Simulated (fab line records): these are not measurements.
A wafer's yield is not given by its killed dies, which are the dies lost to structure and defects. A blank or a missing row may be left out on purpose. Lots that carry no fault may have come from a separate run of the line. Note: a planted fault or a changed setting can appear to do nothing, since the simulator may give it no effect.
Matching of chambers || flow n5 finfet || rie diel-05 running N5_BEOL_M4_VIA_ETCH_34: 4 sister chambers
The step etches the open film in C4F6/O2, target depth 69.4 nm, time 65.9 s. 16 wafers are shown with their chamber, then 8 later ones without.

== WAFERS, EACH WITH ITS CHAMBER ==
{"wafer": "L074.1", "chamber": 3, "throttle valve pct (%)": 30.67, "showerhead plenum p Torr (Torr)": 3.02, "drypump motor current A (A)": 5.7}
{"wafer": "L074.2", "chamber": 0, "throttle valve pct (%)": 30.08, "showerhead plenum p Torr (Torr)": 2.85, "drypump motor current A (A)": 5.0}
{"wafer": "L074.3", "chamber": 2, "throttle valve pct (%)": 30.53, "showerhead plenum p Torr (Torr)": 2.94, "drypump motor current A (A)": 5.9}
{"wafer": "L078.2", "chamber": 3, "throttle valve pct (%)": 30.68, "showerhead plenum p Torr (Torr)": 3.01, "drypump motor current A (A)": 5.7}
{"wafer": "L078.4", "chamber": 0, "throttle valve pct (%)": 30.09, "showerhead plenum p Torr (Torr)": 2.85, "drypump motor current A (A)": 5.0}
{"wafer": "L078.5", "chamber": 0, "throttle valve pct (%)": 30.09, "showerhead plenum p Torr (Torr)": 2.85, "drypump motor current A (A)": 4.9}
{"wafer": "L079.3", "chamber": 3, "throttle valve pct (%)": 30.68, "showerhead plenum p Torr (Torr)": 3.01, "drypump motor current A (A)": 5.7}
{"wafer": "L079.4", "chamber": 2, "throttle valve pct (%)": 30.58, "showerhead plenum p Torr (Torr)": 2.93, "drypump motor current A (A)": 5.9}
{"wafer": "L079.6", "chamber": 3, "throttle valve pct (%)": 30.69, "showerhead plenum p Torr (Torr)": 3.01, "drypump motor current A (A)": 5.7}
{"wafer": "L082.1", "chamber": 1, "throttle valve pct (%)": 31.06, "showerhead plenum p Torr (Torr)": 2.73, "drypump motor current A (A)": 5.5}
{"wafer": "L082.4", "chamber": 2, "throttle valve pct (%)": 30.58, "showerhead plenum p Torr (Torr)": 2.93, "drypump motor current A (A)": 5.9}
{"wafer": "L082.5", "chamber": 2, "throttle valve pct (%)": 30.57, "showerhead plenum p Torr (Torr)": 2.93, "drypump motor current A (A)": 5.9}
{"wafer": "L087.1", "chamber": 1, "throttle valve pct (%)": 31.09, "showerhead plenum p Torr (Torr)": 2.72, "drypump motor current A (A)": 5.6}
{"wafer": "L087.2", "chamber": 3, "throttle valve pct (%)": 30.71, "showerhead plenum p Torr (Torr)": 3.00, "drypump motor current A (A)": 5.7}
{"wafer": "L087.6", "chamber": 0, "throttle valve pct (%)": 30.09, "showerhead plenum p Torr (Torr)": 2.84, "drypump motor current A (A)": 5.0}
{"wafer": "L091.1", "chamber": 1, "throttle valve pct (%)": 31.07, "showerhead plenum p Torr (Torr)": 2.72, "drypump motor current A (A)": 5.5}

SIGNATURES (averages over the wafers above)
{"reading": "throttle valve pct", "chamber 0": 30.0875, "chamber 1": 31.0733, "chamber 2": 30.5650, "chamber 3": 30.6860, "scatter within a chamber": 0.0162}
{"reading": "showerhead plenum p Torr", "chamber 0": 2.8475, "chamber 1": 2.7233, "chamber 2": 2.9325, "chamber 3": 3.0100, "scatter within a chamber": 0.00589}
{"reading": "drypump motor current A", "chamber 0": 4.975, "chamber 1": 5.533, "chamber 2": 5.900, "chamber 3": 5.700, "scatter within a chamber": 0.0344}
Rule: a wafer lies at a distance from a chamber equal to the root of the sum of squares, over the readings, of (its reading less the chamber's mean, divided by the reading's scatter). If the next closest chamber is less than 2 further off than the closest, the wafer can't be placed; otherwise it belongs to the closest. How the scatter is found: for the shown wafers, subtract from each reading the mean of its chamber, square and add these, divide the total by (wafers less chambers), then take the root.

== WAFERS MISSING THEIR CHAMBER ==
{"wafer": "L091.3", "throttle valve pct (%)": 30.09, "showerhead plenum p Torr (Torr)": 2.84, "drypump motor current A (A)": 5.0}
{"wafer": "L091.4", "throttle valve pct (%)": 30.60, "showerhead plenum p Torr (Torr)": 2.92, "drypump motor current A (A)": 5.9}
{"wafer": "L093.1", "throttle valve pct (%)": 31.10, "showerhead plenum p Torr (Torr)": 2.72, "drypump motor current A (A)": 5.5}
{"wafer": "L093.2", "throttle valve pct (%)": 30.10, "showerhead plenum p Torr (Torr)": 2.84, "drypump motor current A (A)": 4.9}
{"wafer": "L093.3", "throttle valve pct (%)": 30.62, "showerhead plenum p Torr (Torr)": 2.92, "drypump motor current A (A)": 5.9}
{"wafer": "L094.4", "throttle valve pct (%)": 31.09, "showerhead plenum p Torr (Torr)": 2.72, "drypump motor current A (A)": 5.5}
{"wafer": "L094.5", "throttle valve pct (%)": 30.10, "showerhead plenum p Torr (Torr)": 2.84, "drypump motor current A (A)": 5.0}
{"wafer": "L094.6", "throttle valve pct (%)": 30.73, "showerhead plenum p Torr (Torr)": 3.00, "drypump motor current A (A)": 5.7}

== WHICH CHAMBER EACH WENT THROUGH ==
{"wafer": "L091.3", "from the rows above": 0, "in truth": 0}
{"wafer": "L091.4", "from the rows above": 2, "in truth": 2}
{"wafer": "L093.1", "from the rows above": 1, "in truth": 1}
{"wafer": "L093.2", "from the rows above": 0, "in truth": 0}
{"wafer": "L093.3", "from the rows above": 2, "in truth": 2}
{"wafer": "L094.4", "from the rows above": 1, "in truth": 1}
{"wafer": "L094.5", "from the rows above": 0, "in truth": 0}
{"wafer": "L094.6", "from the rows above": 3, "in truth": 3}
8 of 8 placed correctly. Number that these rows cannot place: 0. Number placed wrongly: 0.
